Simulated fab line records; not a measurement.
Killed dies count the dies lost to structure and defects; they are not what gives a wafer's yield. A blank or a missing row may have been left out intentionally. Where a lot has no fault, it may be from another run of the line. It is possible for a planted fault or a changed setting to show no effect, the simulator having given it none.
Which of the tools did it? || flow nand harc || 13 lots with 37 wafers sampled at 5 steps, on a route of 1159 steps

== WHAT THE GAUGES SHOWED, per wafer ==
NHARC_END_SORT_01.
{"lot": "L840", "measured": "day 22 00:52", "on": "prober-01", "killed at array": 250, "killed at other": 1, "killed at periphery": 1, "killed dies": 252, "killed open": 3, "killed short": 0}

== WHAT TOOL EACH LOT RAN ON (gives the tool, then ch and the chambers of the sampled wafers, and finally the start) ==
{"lot": "L831", "NHARC_A_CHANNEL_HOLE_D1_ETCH_21": "har etch-01 ch 0,1, day 8 18:05", "NHARC_A_CHANNEL_HOLE_D1_ETCH_25": "har etch-01 ch 0,1, day 8 20:35", "NHARC_A_CHANNEL_HOLE_D1_ETCH_44": "rie diel-12 ch 1,2, day 8 22:26", "NHARC_A_CHANNEL_FILL_D1_ALD_02": "ald hk-01 ch 0,1,2, day 8 23:46"}
{"lot": "L832", "NHARC_A_CHANNEL_HOLE_D1_ETCH_21": "har etch-02 ch 0,1, day 8 18:14", "NHARC_A_CHANNEL_HOLE_D1_ETCH_25": "har etch-02 ch 0,1, day 8 20:42", "NHARC_A_CHANNEL_HOLE_D1_ETCH_44": "rie diel-12 ch 0,2,3, day 8 22:52", "NHARC_A_CHANNEL_FILL_D1_ALD_02": "ald hk-03 ch 1,2,3, day 9 00:02"}
{"lot": "L834", "NHARC_A_CHANNEL_HOLE_D1_ETCH_21": "har etch-01 ch 0,1, day 9 00:08", "NHARC_A_CHANNEL_HOLE_D1_ETCH_25": "har etch-01 ch 0,1, day 9 02:44", "NHARC_A_CHANNEL_HOLE_D1_ETCH_44": "rie diel-03 ch 0,1, day 9 04:17", "NHARC_A_CHANNEL_FILL_D1_ALD_02": "ald hk-03 ch 1,2,3, day 9 05:35"}
{"lot": "L833", "NHARC_A_CHANNEL_HOLE_D1_ETCH_21": "har etch-02 ch 0,1, day 9 00:35", "NHARC_A_CHANNEL_HOLE_D1_ETCH_25": "har etch-02 ch 0,1, day 9 03:10", "NHARC_A_CHANNEL_HOLE_D1_ETCH_44": "rie diel-12 ch 0,1,3, day 9 04:42", "NHARC_A_CHANNEL_FILL_D1_ALD_02": "ald hk-03 ch 1,2,3, day 9 06:01"}
{"lot": "L836", "NHARC_A_CHANNEL_HOLE_D1_ETCH_21": "har etch-02 ch 0,1, day 9 07:58", "NHARC_A_CHANNEL_HOLE_D1_ETCH_25": "har etch-02 ch 0,1, day 9 10:32", "NHARC_A_CHANNEL_HOLE_D1_ETCH_44": "rie diel-03 ch 1,2,3, day 9 12:13", "NHARC_A_CHANNEL_FILL_D1_ALD_02": "ald hk-04 ch 1,2,3, day 9 13:23"}
{"lot": "L840", "NHARC_A_CHANNEL_HOLE_D1_ETCH_21": "har etch-01 ch 0, day 10 14:37", "NHARC_A_CHANNEL_HOLE_D1_ETCH_25": "har etch-01 ch 0, day 10 17:17", "NHARC_A_CHANNEL_HOLE_D1_ETCH_44": "rie diel-11 ch 1, day 10 18:40", "NHARC_A_CHANNEL_FILL_D1_ALD_02": "ald hk-03 ch 1, day 10 21:03"}
{"lot": "L841", "NHARC_A_CHANNEL_HOLE_D1_ETCH_21": "har etch-01 ch 0,1, day 10 19:32", "NHARC_A_CHANNEL_HOLE_D1_ETCH_25": "har etch-01 ch 0,1, day 10 22:09", "NHARC_A_CHANNEL_HOLE_D1_ETCH_44": "rie diel-03 ch 0,3, day 10 23:42", "NHARC_A_CHANNEL_FILL_D1_ALD_02": "ald hk-01 ch 2,3, day 11 00:56"}
{"lot": "L845", "NHARC_A_CHANNEL_HOLE_D1_ETCH_21": "har etch-01 ch 0,1, day 11 11:08", "NHARC_A_CHANNEL_HOLE_D1_ETCH_25": "har etch-01 ch 0,1, day 11 13:41", "NHARC_A_CHANNEL_HOLE_D1_ETCH_44": "rie diel-12 ch 0,2, day 11 15:23", "NHARC_A_CHANNEL_FILL_D1_ALD_02": "ald hk-03 ch 1,2,3, day 11 16:32"}
{"lot": "L847", "NHARC_A_CHANNEL_HOLE_D1_ETCH_21": "har etch-02 ch 0,1, day 12 11:55", "NHARC_A_CHANNEL_HOLE_D1_ETCH_25": "har etch-02 ch 0,1, day 12 14:24", "NHARC_A_CHANNEL_HOLE_D1_ETCH_44": "rie diel-12 ch 1,3, day 12 16:14", "NHARC_A_CHANNEL_FILL_D1_ALD_02": "ald hk-03 ch 1,2,3, day 12 17:29"}
{"lot": "L849", "NHARC_A_CHANNEL_HOLE_D1_ETCH_21": "har etch-01 ch 0,1, day 12 16:34", "NHARC_A_CHANNEL_HOLE_D1_ETCH_25": "har etch-01 ch 0,1, day 12 19:02", "NHARC_A_CHANNEL_HOLE_D1_ETCH_44": "rie diel-03 ch 0,1,2, day 12 20:52", "NHARC_A_CHANNEL_FILL_D1_ALD_02": "ald hk-01 ch 1,2,3, day 12 22:02"}
{"lot": "L850", "NHARC_A_CHANNEL_HOLE_D1_ETCH_21": "har etch-02 ch 0,1, day 12 20:20", "NHARC_A_CHANNEL_HOLE_D1_ETCH_25": "har etch-02 ch 0,1, day 12 22:55", "NHARC_A_CHANNEL_HOLE_D1_ETCH_44": "rie diel-03 ch 1,2,3, day 13 00:35", "NHARC_A_CHANNEL_FILL_D1_ALD_02": "ald hk-03 ch 0,1,3, day 13 01:55"}
{"lot": "L854", "NHARC_A_CHANNEL_HOLE_D1_ETCH_21": "har etch-01 ch 0,1, day 13 15:39", "NHARC_A_CHANNEL_HOLE_D1_ETCH_25": "har etch-01 ch 0,1, day 13 18:17", "NHARC_A_CHANNEL_HOLE_D1_ETCH_44": "rie diel-03 ch 1,2,3, day 13 19:49", "NHARC_A_CHANNEL_FILL_D1_ALD_02": "ald hk-01 ch 1,2,3, day 13 20:59"}
{"lot": "L853", "NHARC_A_CHANNEL_HOLE_D1_ETCH_21": "har etch-02 ch 0,1, day 13 19:53", "NHARC_A_CHANNEL_HOLE_D1_ETCH_25": "har etch-02 ch 0,1, day 13 22:20", "NHARC_A_CHANNEL_HOLE_D1_ETCH_44": "rie diel-12 ch 1,2,3, day 14 00:11", "NHARC_A_CHANNEL_FILL_D1_ALD_02": "ald hk-03 ch 0,2,3, day 14 01:26"}
- NHARC_A_CHANNEL_HOLE_D1_ETCH_21: etches the open film in C4F8/O2/Ar, time 514.3 s, target depth 1600 nm.
- NHARC_A_CHANNEL_HOLE_D1_ETCH_25: etches the open film in C4F8/O2/Ar, time 1040.2 s, target depth 1500 nm.
- NHARC_A_CHANNEL_HOLE_D1_ETCH_44: etches the open film in CF4/O2, target depth 140 nm, overetch 14 nm, time 77 s.
- NHARC_A_CHANNEL_FILL_D1_ALD_02: deposits SiO2, target thk 6 nm, pulse time 10 s, ald cycles 60.

== AS READ BY THE TOOLS THEMSELVES (means over the sampled wafers that have a number; for cases with no such wafer, the mark the record gives instead) ==
NHARC_A_CHANNEL_HOLE_D1_ETCH_21.
{"lot": "L831", "tool": "har etch-01", "drypump motor current A (A)": 6.2, "showerhead plenum p Torr (Torr)": 3.82, "throttle valve pct (%)": 32.161}
{"lot": "L832", "tool": "har etch-02", "drypump motor current A (A)": 5.6, "showerhead plenum p Torr (Torr)": 3.73, "throttle valve pct (%)": 32.159}
{"lot": "L834", "tool": "har etch-01", "drypump motor current A (A)": 6.2, "showerhead plenum p Torr (Torr)": 3.82, "throttle valve pct (%)": 32.156}
{"lot": "L833", "tool": "har etch-02", "drypump motor current A (A)": 5.6, "showerhead plenum p Torr (Torr)": 3.73, "throttle valve pct (%)": 32.147}
{"lot": "L836", "tool": "har etch-02", "drypump motor current A (A)": 5.7, "showerhead plenum p Torr (Torr)": 3.73, "throttle valve pct (%)": 32.160}
{"lot": "L840", "tool": "har etch-01", "drypump motor current A (A)": 5.5, "showerhead plenum p Torr (Torr)": 3.81, "throttle valve pct (%)": 32.155}
{"lot": "L841", "tool": "har etch-01", "drypump motor current A (A)": 5.9, "showerhead plenum p Torr (Torr)": 3.81, "throttle valve pct (%)": 32.150}
{"lot": "L845", "tool": "har etch-01", "drypump motor current A (A)": 6.2, "showerhead plenum p Torr (Torr)": 3.81, "throttle valve pct (%)": 32.146}
{"lot": "L847", "tool": "har etch-02", "drypump motor current A (A)": 5.4, "showerhead plenum p Torr (Torr)": 3.67, "throttle valve pct (%)": 32.149}
{"lot": "L849", "tool": "har etch-01", "drypump motor current A (A)": 5.9, "showerhead plenum p Torr (Torr)": 3.80, "throttle valve pct (%)": 32.156}
{"lot": "L850", "tool": "har etch-02", "drypump motor current A (A)": 5.6, "showerhead plenum p Torr (Torr)": 3.71, "throttle valve pct (%)": 32.158}
{"lot": "L854", "tool": "har etch-01", "drypump motor current A (A)": 6.3, "showerhead plenum p Torr (Torr)": 3.79, "throttle valve pct (%)": 32.154}
{"lot": "L853", "tool": "har etch-02", "drypump motor current A (A)": 5.6, "showerhead plenum p Torr (Torr)": 3.70, "throttle valve pct (%)": 32.155}

NHARC_A_CHANNEL_HOLE_D1_ETCH_25.
{"lot": "L831", "tool": "har etch-01", "drypump motor current A (A)": 6.2, "showerhead plenum p Torr (Torr)": 3.82, "throttle valve pct (%)": 32.234}
{"lot": "L832", "tool": "har etch-02", "drypump motor current A (A)": 5.6, "showerhead plenum p Torr (Torr)": 3.73, "throttle valve pct (%)": 32.243}
{"lot": "L834", "tool": "har etch-01", "drypump motor current A (A)": 6.2, "showerhead plenum p Torr (Torr)": 3.81, "throttle valve pct (%)": 32.231}
{"lot": "L833", "tool": "har etch-02", "drypump motor current A (A)": 5.7, "showerhead plenum p Torr (Torr)": 3.73, "throttle valve pct (%)": 32.228}
{"lot": "L836", "tool": "har etch-02", "drypump motor current A (A)": 5.6, "showerhead plenum p Torr (Torr)": 3.72, "throttle valve pct (%)": 32.229}
{"lot": "L840", "tool": "har etch-01", "drypump motor current A (A)": 5.5, "showerhead plenum p Torr (Torr)": 3.80, "throttle valve pct (%)": 32.248}
{"lot": "L841", "tool": "har etch-01", "drypump motor current A (A)": 5.9, "showerhead plenum p Torr (Torr)": 3.80, "throttle valve pct (%)": 32.221}
{"lot": "L845", "tool": "har etch-01", "drypump motor current A (A)": 6.2, "showerhead plenum p Torr (Torr)": 3.80, "throttle valve pct (%)": 32.238}
{"lot": "L847", "tool": "har etch-02", "drypump motor current A (A)": 5.4, "showerhead plenum p Torr (Torr)": 3.67, "throttle valve pct (%)": 32.232}
{"lot": "L849", "tool": "har etch-01", "drypump motor current A (A)": 5.9, "showerhead plenum p Torr (Torr)": 3.79, "throttle valve pct (%)": 32.218}
{"lot": "L850", "tool": "har etch-02", "drypump motor current A (A)": 5.6, "showerhead plenum p Torr (Torr)": 3.70, "throttle valve pct (%)": 32.238}
{"lot": "L854", "tool": "har etch-01", "drypump motor current A (A)": 6.2, "showerhead plenum p Torr (Torr)": 3.78, "throttle valve pct (%)": 32.238}
{"lot": "L853", "tool": "har etch-02", "drypump motor current A (A)": 5.6, "showerhead plenum p Torr (Torr)": 3.70, "throttle valve pct (%)": 32.233}

NHARC_A_CHANNEL_HOLE_D1_ETCH_44.
{"lot": "L831", "tool": "rie diel-12", "drypump motor current A (A)": 5.9, "oes product au (a.u.)": 0.999, "rf vpp V (V)": 198.8, "showerhead plenum p Torr (Torr)": 1.39, "throttle valve pct (%)": 13.404}
{"lot": "L832", "tool": "rie diel-12", "drypump motor current A (A)": 5.6, "oes product au (a.u.)": 1.000, "rf vpp V (V)": 199.0, "showerhead plenum p Torr (Torr)": 1.36, "throttle valve pct (%)": 13.407}
{"lot": "L834", "tool": "rie diel-03", "drypump motor current A (A)": 5.6, "oes product au (a.u.)": 0.995, "rf vpp V (V)": 198.3, "showerhead plenum p Torr (Torr)": 1.35, "throttle valve pct (%)": 13.405}
{"lot": "L833", "tool": "rie diel-12", "drypump motor current A (A)": 6.1, "oes product au (a.u.)": 1.025, "rf vpp V (V)": 198.9, "showerhead plenum p Torr (Torr)": 1.38, "throttle valve pct (%)": 13.400}
{"lot": "L836", "tool": "rie diel-03", "drypump motor current A (A)": 5.6, "oes product au (a.u.)": 0.996, "rf vpp V (V)": 197.4, "showerhead plenum p Torr (Torr)": 1.30, "throttle valve pct (%)": 13.395}
{"lot": "L840", "tool": "rie diel-11", "drypump motor current A (A)": 5.2, "oes product au (a.u.)": 0.952, "rf vpp V (V)": 196.8, "showerhead plenum p Torr (Torr)": 1.35, "throttle valve pct (%)": 13.397}
{"lot": "L841", "tool": "rie diel-03", "drypump motor current A (A)": 6.1, "oes product au (a.u.)": 1.008, "rf vpp V (V)": 197.9, "showerhead plenum p Torr (Torr)": 1.34, "throttle valve pct (%)": 13.393}
{"lot": "L845", "tool": "rie diel-12", "drypump motor current A (A)": 5.3, "oes product au (a.u.)": 0.997, "rf vpp V (V)": 198.4, "showerhead plenum p Torr (Torr)": 1.38, "throttle valve pct (%)": 13.389}
{"lot": "L847", "tool": "rie diel-12", "drypump motor current A (A)": 6.2, "oes product au (a.u.)": 1.005, "rf vpp V (V)": 197.7, "showerhead plenum p Torr (Torr)": 1.33, "throttle valve pct (%)": 13.397}
{"lot": "L849", "tool": "rie diel-03", "drypump motor current A (A)": 5.8, "oes product au (a.u.)": 0.998, "rf vpp V (V)": 197.0, "showerhead plenum p Torr (Torr)": 1.34, "throttle valve pct (%)": 13.403}
{"lot": "L850", "tool": "rie diel-03", "drypump motor current A (A)": 5.6, "oes product au (a.u.)": 0.994, "rf vpp V (V)": 197.0, "showerhead plenum p Torr (Torr)": 1.30, "throttle valve pct (%)": 13.388}
{"lot": "L854", "tool": "rie diel-03", "drypump motor current A (A)": 5.6, "oes product au (a.u.)": 0.984, "rf vpp V (V)": 197.5, "showerhead plenum p Torr (Torr)": 1.30, "throttle valve pct (%)": 13.403}
{"lot": "L853", "tool": "rie diel-12", "drypump motor current A (A)": 5.8, "oes product au (a.u.)": 1.001, "rf vpp V (V)": 197.9, "showerhead plenum p Torr (Torr)": 1.35, "throttle valve pct (%)": 13.401}

NHARC_A_CHANNEL_FILL_D1_ALD_02.
{"lot": "L831", "tool": "ald hk-01", "heater power w (W)": 448, "precursor pulse height rel": 1.017}
{"lot": "L832", "tool": "ald hk-03", "heater power w (W)": 463, "precursor pulse height rel": 1.000}
{"lot": "L834", "tool": "ald hk-03", "heater power w (W)": 462, "precursor pulse height rel": 0.994}
{"lot": "L833", "tool": "ald hk-03", "heater power w (W)": 463, "precursor pulse height rel": 1.011}
{"lot": "L836", "tool": "ald hk-04", "heater power w (W)": 476, "precursor pulse height rel": 0.991}
{"lot": "L840", "tool": "ald hk-03", "heater power w (W)": 432, "precursor pulse height rel": 1.002}
{"lot": "L841", "tool": "ald hk-01", "heater power w (W)": 459, "precursor pulse height rel": 0.998}
{"lot": "L845", "tool": "ald hk-03", "heater power w (W)": 463, "precursor pulse height rel": 1.012}
{"lot": "L847", "tool": "ald hk-03", "heater power w (W)": 464, "precursor pulse height rel": 1.004}
{"lot": "L849", "tool": "ald hk-01", "heater power w (W)": 459, "precursor pulse height rel": 1.014}
{"lot": "L850", "tool": "ald hk-03", "heater power w (W)": 470, "precursor pulse height rel": 1.001}
{"lot": "L854", "tool": "ald hk-01", "heater power w (W)": 464, "precursor pulse height rel": 0.993}
{"lot": "L853", "tool": "ald hk-03", "heater power w (W)": 477, "precursor pulse height rel": 0.992}

== THE ANSWER, worked out from the rows above alone ==
Rule: the usual values come from the lots themselves. The widest of any qualifying gaps counts: lots, ordered by their means at a reading, are off when they make up no more than a third of the lots, leave a main group of 4 or more, and stand apart from it by 3 or more times the standard deviation of that group's means. The tables above print the reading to a certain number of digits; a main group whose means all agree to those digits is not used. Also off: a lot with no number at a reading for which 4 or more lots have one. Where the step has rows for the other lots, those lots are counted as sound. After the gauges, taken in route order, come the tools' own readings; for these a lot's mean is taken, as printed above. The first step at which some lot is off is used, and at that step the reading that is off furthest; a lot without a number counts as furthest.
Off: L840, at NHARC_A_CHANNEL_HOLE_D1_ETCH_44 (oes product au). Mean 1.000 a.u. and standard deviation 0.0094 in the main group.
If a tool, at that step or one of the process steps before it, ran each lot that is off and ran no sound lot following the first of them, it fits. One fits: rie diel-11 at NHARC_A_CHANNEL_HOLE_D1_ETCH_44. It ran no sound lot before its first lot that is off in this sample, so the start can't be narrowed down.
The tool's own readings at NHARC_A_CHANNEL_HOLE_D1_ETCH_44 bear it out: on the lots that are off they differ by more than 5 times the standard deviation of the sound lots' means. oes product au reads 0.952 a.u. there against 1.000 a.u. on the sound lots.

== WHAT HAD BEEN PUT IN BY THE SIMULATOR ==
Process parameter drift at NHARC_A_CHANNEL_HOLE_D1_ETCH_44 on rie diel-11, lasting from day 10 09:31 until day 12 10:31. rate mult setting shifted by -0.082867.
Struck lots among those shown: L840. The rule above reached the same finding.
